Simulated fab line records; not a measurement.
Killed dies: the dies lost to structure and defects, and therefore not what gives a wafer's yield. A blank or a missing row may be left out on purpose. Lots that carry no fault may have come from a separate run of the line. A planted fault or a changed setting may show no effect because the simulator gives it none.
Problem report, 8D (eight disciplines) form, completed by code ; flow n5 finfet ; the parts of the form that need people (team, actions taken, sign-off) are left out

== 1. PROBLEM STATEMENT ==
run length s at N5_BEOL_M14_ETCH_59 reads a mean of 119.5 s on 3 wafers of 2 lots; wafers without a fault read 91.3 s with a standard deviation of 0.46. That puts it +61 standard deviations away from the usual mean.
The step: etches BARC in N2/H2, target depth 89 nm, overetch 26.7 nm, time 67.9 s.
Earliest sighting: wafer L874.1 on rie diel-06 at day 12 16:25. The record has a number at this step for 31 wafers belonging to 11 lots. Rule for "out" (also "out of limits"): further than 4 standard deviations from the usual mean. Any other wafer with a number is counted as sound.

== 2. WHAT IT IS; WHAT IT IS NOT ==
question;is;is not
which readings at this step;run length s;drypump motor current A, oes product au, rf vpp V, showerhead plenum p Torr, throttle valve pct
which lots;L874, L880;L871, L872, L875, L885, L886, L887, L889, L890, L892
which wafers of those lots;L874.1, L880.1, L880.6;L874.5
read on which tools;rie diel-06;rie diel-03, rie diel-05
when;from day 12 16:25;"up to then (10 sound wafers); but 18 sound wafers of L885, L886, L887, L889, L890, L892 came after"

== 3. SUSPECTS, AND WHAT RULES EACH OUT ==
Counting: if a tool at a process step up to the reading ran every lot that is out, it stays a suspect. Sound lots after the first of them don't rule it out here, since some wafers of a struck lot are sound.
- rie diel-02 at N5_BEOL_M13_ETCH_68 (etches SOC in N2/H2, time 355 s): kept. It ran every lot that is out, first L874 (day 12 09:07); its last sound lot up to then is L872 (day 10 17:46).
- pvd sputter-02 at N5_BEOL_M13_SPUTTER_44 (material Ta, target thk 10 nm, time 16.13 s): kept. It ran every lot that is out, first L874 (day 12 14:32); its last sound lot up to then is L872 (day 10 19:31).
- rie diel-06 at N5_BEOL_M14_ETCH_59 (etches BARC in N2/H2, target depth 89 nm, overetch 26.7 nm, time 67.9 s): kept. It ran every lot that is out, first L874 (day 12 16:25); its last sound lot up to then is L871 (day 11 02:15). Out on those wafers are its own readings of run length s.
- The sound lot-mates ran in chamber 3 of rie diel-06 at N5_BEOL_M14_ETCH_59, but the wafers that are out ran in chamber 0.
The count leaves rie diel-02 at N5_BEOL_M13_ETCH_68, pvd sputter-02 at N5_BEOL_M13_SPUTTER_44, and rie diel-06 at N5_BEOL_M14_ETCH_59.

== 4. THE CAUSE (what the simulator had put in) ==
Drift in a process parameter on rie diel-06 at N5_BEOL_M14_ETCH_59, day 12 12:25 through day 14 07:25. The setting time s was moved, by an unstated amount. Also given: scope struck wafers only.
After counting, 3 suspects remain, this tool included.

== 5. THE CHAIN OF EFFECTS, in route order ==
Each row: a reading where the mean over the struck wafers with a number is more than 3 standard deviations away from the usual. Readings are gone through only where the record gives a usual standard deviation; hours: the median, over the lots, of the time from a lot's start at the first step in this table giving one to that lot's start at this step; sigmas: the change measured in usual standard deviations.
hours;step;reading;usual;on struck wafers;change;sigmas
0;N5_BEOL_M14_ETCH_59;run length s;91.3 s;119.5;+28.2;+61
The process steps in it:
- N5_BEOL_M14_ETCH_59: etches BARC in N2/H2, target depth 89 nm, overetch 26.7 nm, time 67.9 s.
Later steps that measure or inspect, where all struck wafers having a row at the step show a number for every such reading and not one has moved that far: N5_BEOL_M14_INSPECT_30.

== 6. HOW IT WOULD HAVE BEEN CAUGHT EARLIER ==
The fault began at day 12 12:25; the first out-of-limits reading in this record came at day 12 16:25, 4 hours later.
